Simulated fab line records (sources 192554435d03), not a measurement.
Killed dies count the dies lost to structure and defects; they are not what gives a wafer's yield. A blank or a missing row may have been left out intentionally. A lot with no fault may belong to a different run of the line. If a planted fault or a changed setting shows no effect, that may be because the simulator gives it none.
Which tool did it? :: flow n5_finfet :: Sampling: 9 lots, 27 wafers, 5 of 1938 route steps

## WHAT EACH GAUGE READ, for each wafer
N5_BEOL_M4_RC_MEAS_101. Usual: DIBL_N 35.9 mV/V, standard deviation 1.3; DIBL_P 35.9 mV/V, standard deviation 1.5; IOFF_N 0.152 nA/um, standard deviation 0.023; IOFF_P 0.204 nA/um, standard deviation 0.027; ION_N 673 uA/um, standard deviation 9.2; ION_P 462 uA/um, standard deviation 6.7; SS_N 71.4 mV/dec, standard deviation 0.48; SS_P 73.2 mV/dec, standard deviation 0.55; VT_N 250.3 mV, standard deviation 2.6; VT_P -250.6 mV, standard deviation 3.
lot: L722
measured: day 8 20:23
on: prober-02
DIBL_N (mV/V): 33.8 33.5 33.9
DIBL_P (mV/V): 34.7 34.5 35.1
IOFF_N (nA/um): 0.143 0.133 0.139
IOFF_P (nA/um): 0.199 0.186 0.199
ION_N (uA/um): 667 672 663
ION_P (uA/um): 461 464 464
SS_N (mV/dec): 71.0 71.5 70.9
SS_P (mV/dec): 72.4 72.5 72.8
VT_N (mV): 250.9 250.1 250.9
VT_P (mV): -250.0 -250.8 -250.2
flag: 

lot: L727
measured: day 11 00:04
on: prober-02
DIBL_N (mV/V): 34.9 34.8 34.8
DIBL_P (mV/V): 35.7 33.9 34.9
IOFF_N (nA/um): 0.133 0.126 0.130
IOFF_P (nA/um): 0.189 0.161 0.178
ION_N (uA/um): 680 670 668
ION_P (uA/um): 467 454 462
SS_N (mV/dec): 71.8 71.0 71.0
SS_P (mV/dec): 73.1 73.6 72.1
VT_N (mV): 252.7 253.6 253.5
VT_P (mV): -250.8 -254.7 -252.7
flag: 

lot: L728
measured: day 10 22:23
on: prober-01
DIBL_N (mV/V): 36.2 37.4 36.8
DIBL_P (mV/V): 35.5 37.4 36.7
IOFF_N (nA/um): 0.162 0.183 0.175
IOFF_P (nA/um): 0.209 0.233 0.224
ION_N (uA/um): 687 680 690
ION_P (uA/um): 467 468 469
SS_N (mV/dec): 71.6 71.8 70.5
SS_P (mV/dec): 73.1 74.2 73.0
VT_N (mV): 246.1 245.8 247.4
VT_P (mV): -248.9 -249.6 -248.3
flag: 

lot: L730
measured: day 11 07:58
on: prober-02
DIBL_N (mV/V): 38.2 37.6 36.9
DIBL_P (mV/V): 38.8 37.3 36.6
IOFF_N (nA/um): 0.225 0.206 0.182
IOFF_P (nA/um): 0.247 0.217 0.209
ION_N (uA/um): 690 678 682
ION_P (uA/um): 467 458 458
SS_N (mV/dec): 71.5 71.8 71.3
SS_P (mV/dec): 74.1 73.2 72.6
VT_N (mV): 242.7 244.2 246.1
VT_P (mV): -248.1 -253.5 -251.4
flag: 

lot: L732
measured: day 11 09:10
on: prober-01
DIBL_N (mV/V): 34.3 35.1 34.8
DIBL_P (mV/V): 33.5 33.7 34.6
IOFF_N (nA/um): 0.154 0.163 0.161
IOFF_P (nA/um): 0.211 0.210 0.225
ION_N (uA/um): 683 681 679
ION_P (uA/um): 472 463 470
SS_N (mV/dec): 71.5 71.7 71.2
SS_P (mV/dec): 72.7 73.3 74.5
VT_N (mV): 248.0 248.1 249.0
VT_P (mV): -249.9 -249.2 -248.3
flag: 

lot: L733
measured: day 12 10:53
on: prober-02
DIBL_N (mV/V): 36.3 36.9 38.0
DIBL_P (mV/V): 33.9 34.5 36.4
IOFF_N (nA/um): 0.147 0.148 0.184
IOFF_P (nA/um): 0.227 0.227 0.275
ION_N (uA/um): 669 678 692
ION_P (uA/um): 472 467 477
SS_N (mV/dec): 71.5 71.1 71.6
SS_P (mV/dec): 72.4 73.4 73.6
VT_N (mV): 248.6 251.3 247.6
VT_P (mV): -244.2 -247.5 -243.5
flag: 

lot: L739
measured: day 13 17:34
on: prober-01
DIBL_N (mV/V): 36.5 35.8 36.4
DIBL_P (mV/V): 36.4 35.8 36.3
IOFF_N (nA/um): 0.174 0.162 0.172
IOFF_P (nA/um): 0.228 0.218 0.228
ION_N (uA/um): 688 681 677
ION_P (uA/um): 471 469 468
SS_N (mV/dec): 71.9 72.0 71.1
SS_P (mV/dec): 72.9 72.9 72.5
VT_N (mV): 246.3 248.6 245.5
VT_P (mV): -248.1 -249.2 -247.2
flag: 

lot: L740
measured: day 13 17:28
on: prober-02
DIBL_N (mV/V): 36.1 36.2 35.4
DIBL_P (mV/V): 36.0 36.6 35.8
IOFF_N (nA/um): 0.162 0.164 0.149
IOFF_P (nA/um): 0.183 0.187 0.176
ION_N (uA/um): 675 668 669
ION_P (uA/um): 454 455 452
SS_N (mV/dec): 71.9 72.0 71.4
SS_P (mV/dec): 73.0 73.8 73.1
VT_N (mV): 250.0 248.5 250.2
VT_P (mV): -253.1 -255.2 -256.0
flag: 

lot: L743
measured: day 14 22:47
on: prober-02
DIBL_N (mV/V): 35.3 35.2 35.9
DIBL_P (mV/V): 34.3 34.4 35.3
IOFF_N (nA/um): 0.134 0.130 0.146
IOFF_P (nA/um): 0.219 0.216 0.240
ION_N (uA/um): 657 667 678
ION_P (uA/um): 466 471 477
SS_N (mV/dec): 71.6 71.4 71.1
SS_P (mV/dec): 73.2 72.1 73.7
VT_N (mV): 252.8 249.9 251.0
VT_P (mV): -247.0 -247.9 -244.7
flag: 

## EACH LOT AND THE TOOL THAT RAN IT (in order: tool; ch and the chambers of the sampled wafers; start)
lot: L722
N5_FIN_SAQP_HM_OPEN_73: rie_diel-05 ch 0,1,2, day 2 11:08
N5_FIN_SAQP_ETCH_57: rie_diel-02 ch 0,1,3, day 2 13:07
N5_FIN_SAQP_ETCH_65: rie_si-06 ch 2,3, day 2 13:14
N5_FIN_SAQP_RECESS_63: vapor_etch-02 ch 0,1, day 2 13:22

lot: L727
N5_FIN_SAQP_HM_OPEN_73: rie_diel-04 ch 1,2,3, day 3 16:16
N5_FIN_SAQP_ETCH_57: rie_diel-05 ch 0,1,3, day 3 18:10
N5_FIN_SAQP_ETCH_65: rie_si-02 ch 0,2,3, day 3 18:16
N5_FIN_SAQP_RECESS_63: vapor_etch-02 ch 0,1, day 3 18:23

lot: L728
N5_FIN_SAQP_HM_OPEN_73: rie_diel-02 ch 0,1,2, day 3 22:39
N5_FIN_SAQP_ETCH_57: rie_diel-04 ch 1,2, day 4 00:37
N5_FIN_SAQP_ETCH_65: rie_si-05 ch 0,2,3, day 4 00:43
N5_FIN_SAQP_RECESS_63: vapor_etch-01 ch 0,1, day 4 00:50

lot: L730
N5_FIN_SAQP_HM_OPEN_73: rie_diel-02 ch 0,1,2, day 4 09:58
N5_FIN_SAQP_ETCH_57: rie_diel-04 ch 1,2, day 4 11:50
N5_FIN_SAQP_ETCH_65: rie_si-02 ch 0,2, day 4 11:57
N5_FIN_SAQP_RECESS_63: vapor_etch-01 ch 0,1, day 4 12:04

lot: L732
N5_FIN_SAQP_HM_OPEN_73: rie_diel-05 ch 0,2, day 5 02:02
N5_FIN_SAQP_ETCH_57: rie_diel-02 ch 0,2, day 5 05:55
N5_FIN_SAQP_ETCH_65: rie_si-02 ch 1,3, day 5 06:02
N5_FIN_SAQP_RECESS_63: vapor_etch-01 ch 0, day 5 06:08

lot: L733
N5_FIN_SAQP_HM_OPEN_73: rie_diel-04 ch 1,2, day 5 06:10
N5_FIN_SAQP_ETCH_57: rie_diel-04 ch 1,2, day 5 08:43
N5_FIN_SAQP_ETCH_65: rie_si-02 ch 2,3, day 5 08:49
N5_FIN_SAQP_RECESS_63: vapor_etch-01 ch 0,1, day 5 08:56

lot: L739
N5_FIN_SAQP_HM_OPEN_73: rie_diel-04 ch 2,3, day 6 15:52
N5_FIN_SAQP_ETCH_57: rie_diel-02 ch 0,1, day 6 17:45
N5_FIN_SAQP_ETCH_65: rie_si-05 ch 1,3, day 6 17:52
N5_FIN_SAQP_RECESS_63: vapor_etch-02 ch 0,1, day 6 18:05

lot: L740
N5_FIN_SAQP_HM_OPEN_73: rie_diel-02 ch 0,1,3, day 6 21:35
N5_FIN_SAQP_ETCH_57: rie_diel-05 ch 0,1,3, day 6 23:35
N5_FIN_SAQP_ETCH_65: rie_si-05 ch 0,1,2, day 6 23:42
N5_FIN_SAQP_RECESS_63: vapor_etch-01 ch 0,1, day 6 23:49

lot: L743
N5_FIN_SAQP_HM_OPEN_73: rie_diel-02 ch 1,3, day 7 16:27
N5_FIN_SAQP_ETCH_57: rie_diel-05 ch 0,2,3, day 7 18:26
N5_FIN_SAQP_ETCH_65: rie_si-06 ch 0,2, day 7 18:33
N5_FIN_SAQP_RECESS_63: vapor_etch-02 ch 0,1, day 7 18:40
- N5_FIN_SAQP_HM_OPEN_73: chemistry CHF3/O2, target SiO2, stops on a-Si, target depth 12 nm, time 16.8 s.
- N5_FIN_SAQP_ETCH_57: etches SiNx in CH3F/O2, target depth 32.5 nm, time 46.4 s.
- N5_FIN_SAQP_ETCH_65: etches SiO2 in CF4, target depth 4 nm, time 4.4 s.
- N5_FIN_SAQP_RECESS_63: chemistry HF/NH3, target SiO2, target depth 18 nm, afs cycles 3, sublimation time 60 s.

## WHAT THE TOOLS THEMSELVES READ (means of the sampled wafers that have a number; where no wafer has one, the mark that the record gives instead)
N5_FIN_SAQP_HM_OPEN_73. Usual: drypump_motor_current_A 5.8 A, standard deviation 0.37; oes_product_au 0.48 a.u., standard deviation 0.049; rf_vpp_V 525 V, standard deviation 4.2; showerhead_plenum_p_Torr 2.42 Torr, standard deviation 0.11; throttle_valve_pct 18.74 %, standard deviation 0.18.
lot: L722
tool: rie_diel-05
drypump_motor_current_A (A): 5.6
oes_product_au (a.u.): 0.46
rf_vpp_V (V): 526
showerhead_plenum_p_Torr (Torr): 2.35
throttle_valve_pct (%): 18.84
flag: 

lot: L727
tool: rie_diel-04
drypump_motor_current_A (A): 6.1
oes_product_au (a.u.): 0.49
rf_vpp_V (V): 523
showerhead_plenum_p_Torr (Torr): 2.36
throttle_valve_pct (%): 18.72
flag: 

lot: L728
tool: rie_diel-02
drypump_motor_current_A (A): 5.7
oes_product_au (a.u.): 0.51
rf_vpp_V (V): 527
showerhead_plenum_p_Torr (Torr): 2.50
throttle_valve_pct (%): 18.72
flag: 

lot: L730
tool: rie_diel-02
drypump_motor_current_A (A): 5.7
oes_product_au (a.u.): 0.49
rf_vpp_V (V): 529
showerhead_plenum_p_Torr (Torr): 2.50
throttle_valve_pct (%): 18.71
flag: 

lot: L732
tool: rie_diel-05
drypump_motor_current_A (A): 5.6
oes_product_au (a.u.): 0.45
rf_vpp_V (V): 527
showerhead_plenum_p_Torr (Torr): 2.43
throttle_valve_pct (%): 18.75
flag: 

lot: L733
tool: rie_diel-04
drypump_motor_current_A (A): 6.1
oes_product_au (a.u.): 0.52
rf_vpp_V (V): 522
showerhead_plenum_p_Torr (Torr): 2.34
throttle_valve_pct (%): 18.82
flag: 

lot: L739
tool: rie_diel-04
drypump_motor_current_A (A): 6.1
oes_product_au (a.u.): 0.47
rf_vpp_V (V): 527
showerhead_plenum_p_Torr (Torr): 2.38
throttle_valve_pct (%): 18.77
flag: 

lot: L740
tool: rie_diel-02
drypump_motor_current_A (A): 5.6
oes_product_au (a.u.): 0.49
rf_vpp_V (V): 526
showerhead_plenum_p_Torr (Torr): 2.53
throttle_valve_pct (%): 18.63
flag: 

lot: L743
tool: rie_diel-02
drypump_motor_current_A (A): 5.8
oes_product_au (a.u.): 0.46
rf_vpp_V (V): 527
showerhead_plenum_p_Torr (Torr): 2.51
throttle_valve_pct (%): 18.67
flag: 

N5_FIN_SAQP_ETCH_57. Usual: drypump_motor_current_A 5.8 A, standard deviation 0.36; etch_rf_on_time_s 46.1 s, standard deviation 0.87; oes_product_au 0.68 a.u., standard deviation 0.07; rf_vpp_V 298.2 V, standard deviation 2.3; showerhead_plenum_p_Torr 2.03 Torr, standard deviation 0.093; throttle_valve_pct 16.27 %, standard deviation 0.19.
lot: L722
tool: rie_diel-02
drypump_motor_current_A (A): 5.6
etch_rf_on_time_s (s): 45.2
oes_product_au (a.u.): 0.67
rf_vpp_V (V): 297.4
showerhead_plenum_p_Torr (Torr): 2.03
throttle_valve_pct (%): 16.22
flag: 

lot: L727
tool: rie_diel-05
drypump_motor_current_A (A): 5.7
etch_rf_on_time_s (s): 45.9
oes_product_au (a.u.): 0.65
rf_vpp_V (V): 298.3
showerhead_plenum_p_Torr (Torr): 2.01
throttle_valve_pct (%): 16.34
flag: 

lot: L728
tool: rie_diel-04
drypump_motor_current_A (A): 6.1
etch_rf_on_time_s (s): 46.3
oes_product_au (a.u.): 0.75
rf_vpp_V (V): 296.5
showerhead_plenum_p_Torr (Torr): 1.94
throttle_valve_pct (%): 16.30
flag: 

lot: L730
tool: rie_diel-04
drypump_motor_current_A (A): 6.1
etch_rf_on_time_s (s): 44.5
oes_product_au (a.u.): 0.70
rf_vpp_V (V): 295.0
showerhead_plenum_p_Torr (Torr): 1.93
throttle_valve_pct (%): 16.24
flag: 

lot: L732
tool: rie_diel-02
drypump_motor_current_A (A): 5.7
etch_rf_on_time_s (s): 45.4
oes_product_au (a.u.): 0.71
rf_vpp_V (V): 298.6
showerhead_plenum_p_Torr (Torr): 2.08
throttle_valve_pct (%): 16.14
flag: 

lot: L733
tool: rie_diel-04
drypump_motor_current_A (A): 6.1
etch_rf_on_time_s (s): 46.2
oes_product_au (a.u.): 0.73
rf_vpp_V (V): 296.5
showerhead_plenum_p_Torr (Torr): 1.94
throttle_valve_pct (%): 16.32
flag: 

lot: L739
tool: rie_diel-02
drypump_motor_current_A (A): 5.4
etch_rf_on_time_s (s): 45.8
oes_product_au (a.u.): 0.74
rf_vpp_V (V): 299.2
showerhead_plenum_p_Torr (Torr): 2.12
throttle_valve_pct (%): 16.08
flag: 

lot: L740
tool: rie_diel-05
drypump_motor_current_A (A): 5.7
etch_rf_on_time_s (s): 46.1
oes_product_au (a.u.): 0.64
rf_vpp_V (V): 298.1
showerhead_plenum_p_Torr (Torr): 2.00
throttle_valve_pct (%): 16.40
flag: 

lot: L743
tool: rie_diel-05
drypump_motor_current_A (A): 5.9
etch_rf_on_time_s (s): 46.6
oes_product_au (a.u.): 0.69
rf_vpp_V (V): 299.5
showerhead_plenum_p_Torr (Torr): 2.09
throttle_valve_pct (%): 16.32
flag: 

N5_FIN_SAQP_ETCH_65. Usual: drypump_motor_current_A 5.6 A, standard deviation 0.6; oes_product_au 0.994 a.u., standard deviation 0.018; throttle_valve_pct 21.76 %, standard deviation 0.22.
lot: L722
tool: rie_si-06
drypump_motor_current_A (A): 5.4
oes_product_au (a.u.): 0.976
throttle_valve_pct (%): 21.88
flag: 

lot: L727
tool: rie_si-02
drypump_motor_current_A (A): 5.7
oes_product_au (a.u.): 0.991
throttle_valve_pct (%): 21.61
flag: 

lot: L728
tool: rie_si-05
drypump_motor_current_A (A): 5.7
oes_product_au (a.u.): 1.005
throttle_valve_pct (%): 21.79
flag: 

lot: L730
tool: rie_si-02
drypump_motor_current_A (A): 5.8
oes_product_au (a.u.): 0.983
throttle_valve_pct (%): 21.73
flag: 

lot: L732
tool: rie_si-02
drypump_motor_current_A (A): 5.1
oes_product_au (a.u.): 1.243
throttle_valve_pct (%): 21.55
flag: OFF

lot: L733
tool: rie_si-02
drypump_motor_current_A (A): 5.9
oes_product_au (a.u.): 1.080
throttle_valve_pct (%): 21.51
flag: OFF

lot: L739
tool: rie_si-05
drypump_motor_current_A (A): 6.6
oes_product_au (a.u.): 1.012
throttle_valve_pct (%): 21.88
flag: 

lot: L740
tool: rie_si-05
drypump_motor_current_A (A): 5.5
oes_product_au (a.u.): 1.016
throttle_valve_pct (%): 21.88
flag: 

lot: L743
tool: rie_si-06
drypump_motor_current_A (A): 5.2
oes_product_au (a.u.): 0.992
throttle_valve_pct (%): 21.89
flag: 

N5_FIN_SAQP_RECESS_63. Usual: drypump_motor_current_A 5.76 A, standard deviation 0.21; temp_c 29.97 C, standard deviation 0.11.
lot: L722
tool: vapor_etch-02
drypump_motor_current_A (A): 5.72
temp_c (C): 30.04
flag: 

lot: L727
tool: vapor_etch-02
drypump_motor_current_A (A): 5.87
temp_c (C): 29.94
flag: 

lot: L728
tool: vapor_etch-01
drypump_motor_current_A (A): 5.64
temp_c (C): 29.91
flag: 

lot: L730
tool: vapor_etch-01
drypump_motor_current_A (A): 5.65
temp_c (C): 29.93
flag: 

lot: L732
tool: vapor_etch-01
drypump_motor_current_A (A): 5.85
temp_c (C): 29.94
flag: 

lot: L733
tool: vapor_etch-01
drypump_motor_current_A (A): 5.76
temp_c (C): 29.91
flag: 

lot: L739
tool: vapor_etch-02
drypump_motor_current_A (A): 5.70
temp_c (C): 29.95
flag: 

lot: L740
tool: vapor_etch-01
drypump_motor_current_A (A): 5.74
temp_c (C): 29.93
flag: 

lot: L743
tool: vapor_etch-02
drypump_motor_current_A (A): 5.87
temp_c (C): 29.98
flag: 

## THE ANSWER, worked out from the rows above alone
Rule: lot off if the mean of its wafers having a number is beyond 3 standard deviations from the usual mean. A lot without any number at a reading at which 4 lots or more have one is off too. All remaining lots with rows at the step are treated as sound. First the gauges in route order, then the tools' own readings, where a lot's mean is used as printed above. At the first step where some lot is off, the reading lying furthest off is the one used; lots without a number count as furthest.
Off: L732, L733, at N5_FIN_SAQP_ETCH_65 (oes_product_au).
If a tool, at that step or one of the process steps before it, ran each lot that is off and ran no sound lot following the first of them, it fits. One fits: rie_si-02 at N5_FIN_SAQP_ETCH_65. Its last sound lot is L730 (day 4 11:57), its first lot that is off L732 (day 5 06:02): a fault that began between those two fits.
The tool's own readings at N5_FIN_SAQP_ETCH_65 bear it out: on the lots that are off they differ by more than 5 times the standard deviation of the sound lots' means. oes_product_au reads 1.162 a.u. there against 0.996 a.u. on the sound lots.

## WHAT THE SIMULATOR HAD PUT IN
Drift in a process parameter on rie_si-02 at N5_FIN_SAQP_ETCH_65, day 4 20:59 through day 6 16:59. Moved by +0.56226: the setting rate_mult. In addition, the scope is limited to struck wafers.
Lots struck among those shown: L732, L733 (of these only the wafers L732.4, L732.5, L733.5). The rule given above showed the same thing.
